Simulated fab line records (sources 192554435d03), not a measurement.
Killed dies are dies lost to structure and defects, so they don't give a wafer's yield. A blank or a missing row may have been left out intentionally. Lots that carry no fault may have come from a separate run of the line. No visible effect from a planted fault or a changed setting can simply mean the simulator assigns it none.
Problem report, 8D (eight disciplines) form, completed by code :: flow n5-finfet :: the parts of the form that need people (team, actions taken, sign-off) are left out

== 1. WHAT WENT WRONG ==
At N5_MOL_CONTACT_COAG_VIA_ETCH_46, bias-w averages 478.0 W over 6 wafers from 2 lots, while fault-free wafers read 454.9 W, standard deviation 1.5. Measured from the usual mean, that is +15 standard deviations.
The step: etches SiO2 in C4F6/O2, target depth 46 nm, overetch 9.2 nm, time 40 s.
Earliest sighting: wafer L423.2 on rie-diel-06 at day 7 02:22. Wafers with a number at this step in the record: 23, from 9 lots. Rule for "out", or "out of limits": more than 4 standard deviations from the usual mean. Any other wafer with a number is counted as sound.

== 2. WHAT IT IS; WHAT IT IS NOT ==
question: which readings at this step
is: bias-w
is not: drypump-motor-current-A, oes-product-au, showerhead-plenum-p-Torr, throttle-valve-pct

question: which lots
is: L423, L424
is not: L415, L422, L434, L435, L436, L437, L438

question: which wafers of those lots
is: all that have a number
is not: -

question: read on which tools
is: rie-diel-06
is not: rie-diel-02, rie-diel-05

question: when
is: from day 7 02:22
is not: up to then (6 sound wafers); but 11 sound wafers of L434, L435, L436, L437, L438 came after

== 3. WHAT RULES OUT EACH SUSPECT ==
Counting: a tool stays on the suspect list if, at a process step up to the reading, it processed all lots that are out and no sound lot following the first of them.
- rie-diel-06 at N5_MOL_CONTACT_COAG_ETCH_90 (etches SiARC in CF4, target depth 13 nm, time 21.7 s): ruled out as a lasting fault. Following L423 (day 7 01:50), the first lot on it that is out, the sound lots L435, L437 were run on it.
- rie-diel-06 at N5_MOL_CONTACT_COAG_VIA_ETCH_46 (etches SiO2 in C4F6/O2, target depth 46 nm, overetch 9.2 nm, time 40 s): ruled out as a lasting fault. Following L423 (day 7 02:22), the first lot on it that is out, the sound lots L436, L438 were run on it.
Left after counting: nothing in the record.

== 4. THE CAUSE (what the simulator had put in) ==
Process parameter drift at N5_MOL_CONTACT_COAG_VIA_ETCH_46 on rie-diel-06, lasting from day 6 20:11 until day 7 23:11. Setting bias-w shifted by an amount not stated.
Counting ruled it out, wrongly.

== 5. THE CHAIN OF EFFECTS, in route order ==
Rows list readings where the struck wafers' mean (over those with a number) sits beyond 3 standard deviations from the usual. Scope: only readings with a usual standard deviation given in the record; hours: median across lots of the time from each lot's start at the first step in this table that gives one to its start at this step; sigmas: change in usual standard deviations.
hours: 0
step: N5_MOL_CONTACT_COAG_VIA_ETCH_46
reading: bias-w
usual: 454.9 W
on struck wafers: 478.0
change: +23.1
sigmas: +15
Here are the process steps it includes:
- N5_MOL_CONTACT_COAG_VIA_ETCH_46: etches SiO2 in C4F6/O2, target depth 46 nm, overetch 9.2 nm, time 40 s.
At these later measuring or inspecting steps, every struck wafer for which the step has a row has a number for every such reading, and none has moved that far: N5_BEOL_M4_RC_MEAS_101.

== 6. HOW IT WOULD HAVE BEEN CAUGHT EARLIER ==
The fault began at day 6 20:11; the first out-of-limits reading in this record came at day 7 02:22, 6 hours later.
